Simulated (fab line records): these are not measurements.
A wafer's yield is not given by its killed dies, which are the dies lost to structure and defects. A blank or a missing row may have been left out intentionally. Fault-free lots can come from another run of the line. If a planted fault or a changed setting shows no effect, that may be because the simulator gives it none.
Matching of chambers + flow n5 finfet + rie diel-04 running N5_BEOL_M4_ETCH_63: 4 sister chambers
The step etches SiARC in CF4, target depth 15.6 nm, time 26 s. 24 wafers are shown with their chamber, then 12 later ones without.

WAFERS WITH THEIR CHAMBER
| wafer  | chamber | drypump motor current A (A) | showerhead plenum p Torr (Torr) | throttle valve pct (%) |
|--------|---------|-----------------------------|---------------------------------|------------------------|
| L077.1 | 0       | 5.4                         | 2.12                            | 15.62                  |
| L077.4 | 2       | 5.2                         | 2.13                            | 15.89                  |
| L077.6 | 3       | 6.0                         | 2.11                            | 15.77                  |
| L076.1 | 2       | 5.1                         | 2.13                            | 15.89                  |
| L076.4 | 1       | 5.7                         | 2.23                            | 15.86                  |
| L076.5 | 2       | 5.1                         | 2.13                            | 15.89                  |
| L078.1 | 1       | 5.7                         | 2.23                            | 15.85                  |
| L078.2 | 0       | 5.4                         | 2.11                            | 15.64                  |
| L078.3 | 2       | 5.1                         | 2.13                            | 15.90                  |
| L082.3 | 3       | 6.0                         | 2.11                            | 15.31                  |
| L082.4 | 0       | 5.4                         | 2.11                            | 15.67                  |
| L082.5 | 3       | 6.1                         | 2.11                            | 15.32                  |
| L085.2 | 1       | 5.7                         | 2.22                            | 15.87                  |
| L085.4 | 0       | 5.4                         | 2.11                            | 15.68                  |
| L085.5 | 3       | 6.1                         | 2.11                            | 15.30                  |
| L088.3 | 3       | 6.0                         | 2.10                            | 15.33                  |
| L088.4 | 2       | 5.1                         | 2.12                            | 15.94                  |
| L088.5 | 3       | 6.1                         | 2.10                            | 15.33                  |
| L090.1 | 2       | 5.2                         | 2.12                            | 15.96                  |
| L090.2 | 3       | 6.0                         | 2.10                            | 15.33                  |
| L090.3 | 1       | 5.7                         | 2.22                            | 15.92                  |
| L092.1 | 3       | 6.0                         | 2.10                            | 15.36                  |
| L092.4 | 0       | 5.4                         | 2.11                            | 15.20                  |
| L092.5 | 0       | 5.4                         | 2.11                            | 15.22                  |

SIGNATURES (means of the wafers above)
| reading                  | chamber 0 | chamber 1 | chamber 2 | chamber 3 | scatter within a chamber |
|--------------------------|-----------|-----------|-----------|-----------|--------------------------|
| drypump motor current A  | 5.400     | 5.700     | 5.133     | 6.037     | 0.0401                   |
| showerhead plenum p Torr | 2.1117    | 2.2250    | 2.1267    | 2.1050    | 0.00508                  |
| throttle valve pct       | 15.5050   | 15.8750   | 15.9117   | 15.3812   | 0.149                    |
Rule: a wafer lies at a distance from a chamber equal to the root of the sum of squares, over the readings, of (its reading less the chamber's mean, divided by the reading's scatter). If the next closest chamber is less than 2 further off than the closest, the wafer can't be placed; otherwise it belongs to the closest. The scatter is the square root of a quotient: the sum, over the shown wafers, of each reading's squared deviation from its chamber's mean, divided by wafers minus chambers.

WAFERS WITHOUT THEIR CHAMBER
| wafer  | drypump motor current A (A) | showerhead plenum p Torr (Torr) | throttle valve pct (%) |
|--------|-----------------------------|---------------------------------|------------------------|
| L094.2 | 6.1                         | 2.10                            | 15.34                  |
| L094.3 | 5.4                         | 2.11                            | 15.20                  |
| L094.5 | 6.0                         | 2.10                            | 15.34                  |
| L095.2 | 6.0                         | 2.10                            | 15.36                  |
| L095.4 | 5.2                         | 2.12                            | 15.99                  |
| L095.6 | 6.0                         | 2.10                            | 15.36                  |
| L096.1 | 5.4                         | 2.10                            | 15.23                  |
| L096.2 | 6.1                         | 2.10                            | 15.36                  |
| L096.6 | 6.1                         | 2.10                            | 15.37                  |
| L097.1 | 5.4                         | 2.10                            | 15.20                  |
| L097.2 | 5.7                         | 2.21                            | 15.93                  |
| L097.4 | 6.1                         | 2.10                            | 15.35                  |

WHICH CHAMBER EACH WENT THROUGH
| wafer  | from the rows above | in truth |
|--------|---------------------|----------|
| L094.2 | 3                   | 3        |
| L094.3 | 0                   | 0        |
| L094.5 | 3                   | 3        |
| L095.2 | 3                   | 3        |
| L095.4 | 2                   | 2        |
| L095.6 | 3                   | 3        |
| L096.1 | 0                   | 0        |
| L096.2 | 3                   | 3        |
| L096.6 | 3                   | 3        |
| L097.1 | 0                   | 0        |
| L097.2 | 1                   | 1        |
| L097.4 | 3                   | 3        |
Correct placement for 12 of the 12. Can't be placed from these rows: 0. 0 placed wrongly.
